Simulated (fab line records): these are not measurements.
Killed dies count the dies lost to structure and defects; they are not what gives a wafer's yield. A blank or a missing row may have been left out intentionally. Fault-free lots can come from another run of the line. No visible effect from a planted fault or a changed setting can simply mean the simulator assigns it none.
Struck lot and sound lot, side by side || flow n5-finfet || 42 steps out of a route of 1938
Sound: these wafers, L932.4, L932.5, L932.6. Wafers L939.1, L939.5, L939.6 were the ones struck. At the end, the cause is stated.
Per side, at each step with rows, come the tool, then ch with its chambers, and then its first start. Under that, the readings that differ: sound wafers || struck wafers || difference of the means || sigmas: that difference in standard deviations of wafers without a fault.
alike: readings whose means differ by less than 2 such deviations, and words and numbers that are the same on both sides. not compared: withheld readings, readings that some wafer has no value for, bounds like >300 that may hide the same value, and numbers for which the record gives no deviation and whose values overlap.
The two part at a step that has a row with sigmas, a row that says differs or no value, or rows on one side only. Numbers that don't overlap but have no deviation are shown without sigmas and don't part them. Lack of a reading on every wafer of one side parts them only where that side has two or more wafers.

first, 11 steps without rows for these wafers: N5_BEOL_M4_DESCUM_33 (chemistry O2, time 7 s); N5_BEOL_M4_ETCH_77 (etches underlayer in N2/H2, target depth 6.5 nm, time 5.2 s); N5_BEOL_M4_ETCH_69 (etches SiARC in CF4, target depth 15.6 nm, time 26 s); N5_BEOL_M4_ALD_98 (deposits SiO2, target thk 2.5 nm, pulse time 1 s, co reactant pulse time 1 s); N5_BEOL_M4_ETCHBACK_99 (etches SiO2 in CHF3, target depth 5 nm, time 10.4 s); N5_BEOL_M4_ETCH_70 (etches SOC in N2/H2, target depth 80 nm, overetch 24 nm, time 130 s); N5_BEOL_M4_STRIP_71 (strips in N2/H2); N5_BEOL_M4_STRIP_78 (strips in N2/H2); N5_BEOL_M4_VIA_ETCH_34 (etches the open film in C4F6/O2, target depth 69.4 nm, time 65.9 s); N5_BEOL_M4_STRIP_83 (strips in C4F6/O2); N5_BEOL_M4_STRIP_36 (strips in N2/H2).
N5_BEOL_M4_TRENCH_ETCH_37: etches SiOC in C4F6/O2, target depth 55.555 nm, time 29.2 s.
  sound on rie-diel-06 ch 1,2,3, day 10 03:15; struck on rie-diel-06 ch 2,3, day 11 13:54
{"reading": "bias-w (W)", "sound": "184.7 186.1 184.6", "struck": "161.5 163.5 161.4", "difference": -23.0, "sigmas": -43}
{"reading": "rf-vpp-V (V)", "sound": "677 674 674", "struck": "608 609 609", "difference": -66, "sigmas": -8}
{"reading": "model.etch.depth-nm (nm)", "sound": "55.29 57.24 54.86", "struck": "54.2 52.48 53.58", "difference": -2.4, "sigmas": ""}
{"reading": "model.BEOL_M4.feature-depth-nm (nm)", "sound": "55.2 57.2 54.8", "struck": "54.2 52.4 53.6", "difference": -2.3, "sigmas": ""}
  alike: drypump-motor-current-A, oes-product-au, showerhead-plenum-p-Torr, throttle-valve-pct
  not compared: rf-hours-counter-h
then, 27 steps without rows for these wafers: N5_BEOL_M4_ETCH_41 (etches SiCN in CH3F/O2, target depth 29.9 nm, time 52.5 s); N5_BEOL_M4_STRIP_97 (strips in N2/H2, time 10 s); N5_BEOL_M4_HM_STRIP_39 (strips TiN in peroxide tin strip, target depth 25 nm, time 158 s); N5_BEOL_M4_SRD_40 (time 30 s); N5_BEOL_M4_PRECLEAN_42 (cleans in residue remover, time 60 s); N5_BEOL_M4_SRD_43 (time 30 s); N5_BEOL_M4_DEGAS_44 (time 60 s); N5_BEOL_M4_PRE_CLEAN_45 (time 30 s); N5_BEOL_M4_ALD_84 (deposits TaN, pulse time 2 s, purge time 3 s, co reactant purge time 2 s); N5_BEOL_M4_SURFACE_TREAT_85; N5_BEOL_M4_CVD_47 (deposits Co from CCTBA/H2, target thk 3 nm, time 223.8 s); N5_BEOL_M4_SPUTTER_48 (material Cu, target thk 4.5 nm, time 8.29 s); N5_BEOL_M4_ANNEAL_49 (time 240 s); N5_BEOL_M4_SPUTTER_79 (material Cu, target thk 4.5 nm, time 8.29 s); N5_BEOL_M4_ANNEAL_80 (time 240 s); N5_BEOL_M4_SPUTTER_81 (material Cu, target thk 4.5 nm, time 8.29 s); N5_BEOL_M4_ANNEAL_82 (time 240 s); N5_BEOL_M4_SPUTTER_86 (material Cu, target thk 4.5 nm, time 8.29 s); N5_BEOL_M4_ANNEAL_87 (time 240 s); N5_BEOL_M4_SPUTTER_88 (material Cu, target thk 4.5 nm, time 8.29 s); N5_BEOL_M4_ANNEAL_89 (time 240 s); N5_BEOL_M4_SPUTTER_90 (material Cu, target thk 4.5 nm, time 8.29 s); N5_BEOL_M4_ANNEAL_91 (time 240 s); N5_BEOL_M4_SPUTTER_92 (material Cu, target thk 4.5 nm, time 8.29 s); N5_BEOL_M4_ANNEAL_93 (time 240 s); N5_BEOL_M4_SPUTTER_94 (material Cu, target thk 4.5 nm, time 8.29 s); N5_BEOL_M4_ANNEAL_95 (time 240 s).
N5_BEOL_M4_CMP_52: polishes, stops on SiOC, t overpolish 6.8 s, target thk 40 nm.
  sound on cmp-04 ch 2,3, day 10 07:06; struck on cmp-03 ch 0,1,2, day 11 18:03
{"reading": "overpolish-run-s (s)", "sound": "6.813 6.829 6.803", "struck": "6.797 6.788 6.800", "difference": -0.020, "sigmas": -2}
  alike: barrier-field-endpoint-s, clearing-platen-rpm, head-pressure-psi, motor-current-A, slurry-filter-dp-kPa, time-to-endpoint-s
  not compared: model.Cu_of_BEOL_M4_ECD_50.thk-nm
N5_BEOL_M4_RC_MEAS_101:
  sound on prober-02 ch 0, day 10 08:14; struck on prober-02 ch 0, day 11 18:33
  alike: DIBL_N, DIBL_P, IOFF_N, IOFF_P, ION_N, ION_P, SS_N, SS_P, VT_N, VT_P
N5_PASSIVATION_PROBE_49:
  the record holds rows for the sound wafers here (prober-01, day 14 19:26) but none for the struck ones

== WHERE THEY PART ==
At N5_BEOL_M4_TRENCH_ETCH_37 first; at N5_PASSIVATION_PROBE_49 last (within this record only).

WHY: what had been put in by the simulator
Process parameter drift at N5_BEOL_M4_TRENCH_ETCH_37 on rie-diel-06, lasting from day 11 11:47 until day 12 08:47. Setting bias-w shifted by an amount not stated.
